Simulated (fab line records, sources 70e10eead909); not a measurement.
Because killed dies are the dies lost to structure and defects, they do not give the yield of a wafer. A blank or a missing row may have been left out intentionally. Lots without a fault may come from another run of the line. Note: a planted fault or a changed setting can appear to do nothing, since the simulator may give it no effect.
Matching of chambers / flow nandHarc / NHARC_P_CONTACT_CMP_01 on cmp-02: 4 sister chambers
The step polishes SiO2, target thk 200 nm. 20 wafers are shown with their chamber, then 10 later ones without.

WAFERS, EACH WITH ITS CHAMBER
wafer=L075.1; chamber=3; motorCurrentA (A)=11.2
wafer=L075.3; chamber=1; motorCurrentA (A)=12.5
wafer=L075.4; chamber=2; motorCurrentA (A)=11.0
wafer=L075.2; chamber=0; motorCurrentA (A)=14.0
wafer=L075.5; chamber=3; motorCurrentA (A)=11.6
wafer=L075.6; chamber=2; motorCurrentA (A)=10.7
wafer=L076.1; chamber=2; motorCurrentA (A)=10.7
wafer=L076.2; chamber=0; motorCurrentA (A)=14.3
wafer=L076.6; chamber=2; motorCurrentA (A)=11.1
wafer=L077.2; chamber=3; motorCurrentA (A)=11.5
wafer=L077.3; chamber=2; motorCurrentA (A)=10.3
wafer=L077.4; chamber=1; motorCurrentA (A)=12.9
wafer=L088.4; chamber=3; motorCurrentA (A)=11.3
wafer=L088.5; chamber=3; motorCurrentA (A)=11.5
wafer=L088.6; chamber=0; motorCurrentA (A)=14.4
wafer=L085.2; chamber=2; motorCurrentA (A)=11.2
wafer=L085.3; chamber=3; motorCurrentA (A)=11.6
wafer=L085.5; chamber=0; motorCurrentA (A)=14.2
wafer=L086.3; chamber=1; motorCurrentA (A)=13.0
wafer=L086.5; chamber=2; motorCurrentA (A)=10.8

SIGNATURES, as means of the wafers listed above
reading=motorCurrentA; chamber 0=14.225; chamber 1=12.800; chamber 2=10.829; chamber 3=11.450; scatter within a chamber=0.239
Rule: a wafer's distance from a chamber is the root of the sum, over the readings, of the square of ((its reading less the chamber's mean) divided by the reading's scatter). If the next closest chamber is less than 2 further off than the closest, the wafer can't be placed; otherwise it belongs to the closest. The scatter is the square root of a quotient: the sum, over the shown wafers, of each reading's squared deviation from its chamber's mean, divided by wafers minus chambers.

WAFERS WITHOUT THEIR CHAMBER
wafer=L086.6; motorCurrentA (A)=12.3
wafer=L094.2; motorCurrentA (A)=14.2
wafer=L094.3; motorCurrentA (A)=11.4
wafer=L094.6; motorCurrentA (A)=11.7
wafer=L092.1; motorCurrentA (A)=11.9
wafer=L092.2; motorCurrentA (A)=10.8
wafer=L092.4; motorCurrentA (A)=12.0
wafer=L096.2; motorCurrentA (A)=11.9
wafer=L096.3; motorCurrentA (A)=13.9
wafer=L096.6; motorCurrentA (A)=13.3

EACH ONE'S CHAMBER
wafer=L086.6; from the rows above=can't be placed: 1 or 3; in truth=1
wafer=L094.2; from the rows above=0; in truth=0
wafer=L094.3; from the rows above=3; in truth=3
wafer=L094.6; from the rows above=3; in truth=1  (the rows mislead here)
wafer=L092.1; from the rows above=can't be placed: 3 or 1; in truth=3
wafer=L092.2; from the rows above=2; in truth=2
wafer=L092.4; from the rows above=can't be placed: 3 or 1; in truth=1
wafer=L096.2; from the rows above=can't be placed: 3 or 1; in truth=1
wafer=L096.3; from the rows above=0; in truth=0
wafer=L096.6; from the rows above=can't be placed: 1 or 0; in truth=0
Placed correctly: 4 of 10. Not placeable from these rows: 5 (in 5, the candidates include the true chamber). 1 placed wrongly.
